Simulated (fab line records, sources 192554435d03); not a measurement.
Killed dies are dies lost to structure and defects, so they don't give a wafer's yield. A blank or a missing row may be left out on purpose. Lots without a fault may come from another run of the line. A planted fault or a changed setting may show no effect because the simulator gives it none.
A struck lot beside a sound one | flow n5_finfet | 39 steps out of a route of 1938
Sound: wafers L657.2, L657.3, L657.4. Struck: wafer L661.3. (L661.5 of the same lot was not struck and is left out.) The cause comes at the end.
At each step with rows: each side's tool, then ch and its chambers, then its first start. Under that, the readings that differ: sound wafers | struck wafers | difference of the means | sigmas: that difference in standard deviations of wafers without a fault.
alike: readings whose means differ by less than 2 such deviations, and words and numbers that are the same on both sides. not compared: withheld readings, readings that some wafer has no value for, bounds like >300 that may hide the same value, and numbers for which the record gives no deviation and whose values overlap.
The two part at a step that has a row with sigmas, a row that says differs or no value, or rows on one side only. Numbers that don't overlap but have no deviation are shown without sigmas and don't part them. A reading that every wafer of one side lacks parts them only if that side has two wafers or more.

first, 9 steps without rows for these wafers: N5_BEOL_M4_ANNEAL_95 (time 240 s); N5_BEOL_M4_SPUTTER_96 (material Cu, target thk 4.5 nm, time 8.29 s); N5_BEOL_M4_ECD_50 (material Cu, target thk 300 nm); N5_BEOL_M4_ANNEAL_51 (time 90 s); N5_BEOL_M4_CMP_52 (polishes, stops on SiOC, t overpolish 6.8 s, target thk 40 nm); N5_BEOL_M4_PRE_CLEAN_60 (time 15 s); N5_BEOL_M4_CO_CAP_55 (material Co, precursor CCTBA/H2, target thk 2 nm, time 102.1 s); N5_BEOL_M4_PRE_CLEAN_56 (time 15 s); N5_BEOL_M4_DEP_57 (deposits SiCN from 3MS/NH3, target thk 8 nm, time 14 s).
N5_BEOL_M4_RC_MEAS_101:
  sound on prober-01 ch 0, day 10 14:50; struck on prober-02 ch 0, day 10 22:29
  alike: DIBL_N, DIBL_P, IOFF_N, IOFF_P, ION_N, ION_P, SS_N, SS_P, VT_N, VT_P
then, 24 steps without rows for these wafers: N5_BEOL_M5_ILD_DEP_00 (deposits SiCOH lowk from DEMS/porogen, target thk 140.64 nm, time 25.9 s); N5_BEOL_M5_CURE_79 (cures SiCOH lowk, time 240 s); N5_BEOL_M5_PECVD_70 (deposits SiO2 from TEOS/O2, target thk 16 nm, time 18 s); N5_BEOL_M5_HM_DEP_02 (deposits TiN, target thk 20 nm); N5_BEOL_M5_COAT_59 (time 60 s, resist thk 60 nm); N5_BEOL_M5_COAT_60 (time 60 s, resist thk 12 nm); N5_BEOL_M5_COAT_71 (time 60 s, resist thk 5 nm); N5_BEOL_M5_COAT_05 (resist thk 30 nm); N5_BEOL_M5_EBR_07; N5_BEOL_M5_SOFTBAKE_06 (time 60 s); N5_BEOL_M5_EXPOSE_08 (exposes mask M5, target cd 28 nm); N5_BEOL_M5_PEB_09 (peb time 60 s); N5_BEOL_M5_DEVELOP_10 (develop time 30 s); N5_BEOL_M5_DESCUM_16 (chemistry O2, time 7 s); N5_BEOL_M5_ETCH_72 (etches underlayer in N2/H2, target depth 6.5 nm, time 5.2 s); N5_BEOL_M5_ETCH_61 (etches SiARC in CF4, target depth 15.6 nm, time 26 s); N5_BEOL_M5_ETCH_62 (etches SOC in N2/H2, target depth 75 nm, overetch 15 nm, time 112.5 s); N5_BEOL_M5_STRIP_63 (strips in N2/H2); N5_BEOL_M5_STRIP_73 (strips in N2/H2); N5_BEOL_M5_STRIP_64 (strips in CF4); N5_BEOL_M5_HM_OPEN_17 (chemistry Cl2/BCl3, target TiN, target depth 20 nm, overetch 6 nm); N5_BEOL_M5_STRIP_19 (strips in O2); N5_BEOL_M5_COAT_65 (time 60 s, resist thk 60 nm); N5_BEOL_M5_COAT_66 (time 60 s, resist thk 12 nm).
N5_BEOL_M7_EXPOSE_25: exposes mask V6, target cd 40 nm.
  sound on euv_scanner-01 ch 0, day 11 15:47; struck on euv_scanner-02 ch 0, day 12 01:49
  reading              | sound          | struck | difference | sigmas
  exposure_dose_mJ_cm2 | 42.4 42.3 42.3 | 43.1   | +0.8       | +2
  alike: mask, stage_msd_nm
N5_BEOL_M7_CD_MEAS_28: target cd 40 nm.
  sound on cd_sem-01 ch 0, day 11 15:54; struck on cd_sem-02 ch 0, day 12 01:56
  reading    | sound             | struck | difference | sigmas
  cd_nm (nm) | 39.93 39.87 40.18 | 33.55  | -6.44      | -28
N5_BEOL_M7_DESCUM_33: chemistry O2, time 7 s.
  sound on rie_diel-01 ch 0,1,3, day 11 16:05; struck on rie_diel-06 ch 1, day 12 02:47
  reading                  | sound      | struck | difference | sigmas
  rf_hours_counter_h (h)   | 205 68 217 | 239    | +76        |
  model.BEOL_M7.cd_nm (nm) | 40 39.8 40 | 33.4   | -6.5       |
  alike: bias_power_w, drypump_motor_current_A, oes_product_au, rf_vpp_V, showerhead_plenum_p_Torr, throttle_valve_pct
N5_BEOL_M7_VIA_ETCH_34: etches SiCOH lowk in C4F6/O2, target depth 125.5 nm, time 50.5 s.
  sound on rie_diel-01 ch 0,1,3, day 11 16:16; struck on rie_diel-06 ch 1, day 12 02:58
  reading                  | sound      | struck | difference | sigmas
  rf_hours_counter_h (h)   | 205 68 217 | 239    | +76        |
  model.BEOL_M7.cd_nm (nm) | 40 40.2 40 | 33.4   | -6.7       |
  alike: C4F6_flow_sccm, O2_flow_sccm, drypump_motor_current_A, oes_product_au, rf_vpp_V, showerhead_plenum_p_Torr, throttle_valve_pct
-- the record jumps here: 4 days lie between the struck wafers' starts before and after (it left off in module BEOL_M7 and takes up again in module PASSIVATION, whose first step shown is number 1936 of the route) --
N5_PASSIVATION_PROBE_49:
  sound on prober-02, day 15 02:50; struck on prober-01, day 15 19:38
  reading                  | sound          | struck | difference | sigmas
  defect_limited_yield (%) | 91.9 91.9 92.6 | 0      | -92        | -66
  killed_at_M4_up          | 19 15 12       | 1098   | +1083      | +99 or more
  killed_dies              | 96 95 87       | 1180   | +1087      | +68
  killed_on_rim            | 10 14 9        | 152    | +141       | +34
  sort_n_pass              | 1084 1085 1093 | 0      | -1087      | -64
  sort_yield_pct (%)       | 91.9 91.9 92.6 | 0      | -92        | -61
  alike: killed_at_M0_to_M3, killed_at_contacts, killed_at_front_end, killed_at_other, killed_open, killed_short, sort_bin_5_function, sort_bin_6_memory, sort_bin_8_speed

WHERE THEY PART
First at N5_BEOL_M7_EXPOSE_25; last, within this record, at N5_PASSIVATION_PROBE_49.

WHY: what the simulator had put in
Process parameter drift: euv_scanner-02, from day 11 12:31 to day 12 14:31, at N5_BEOL_M7_EXPOSE_25. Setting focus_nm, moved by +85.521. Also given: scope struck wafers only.
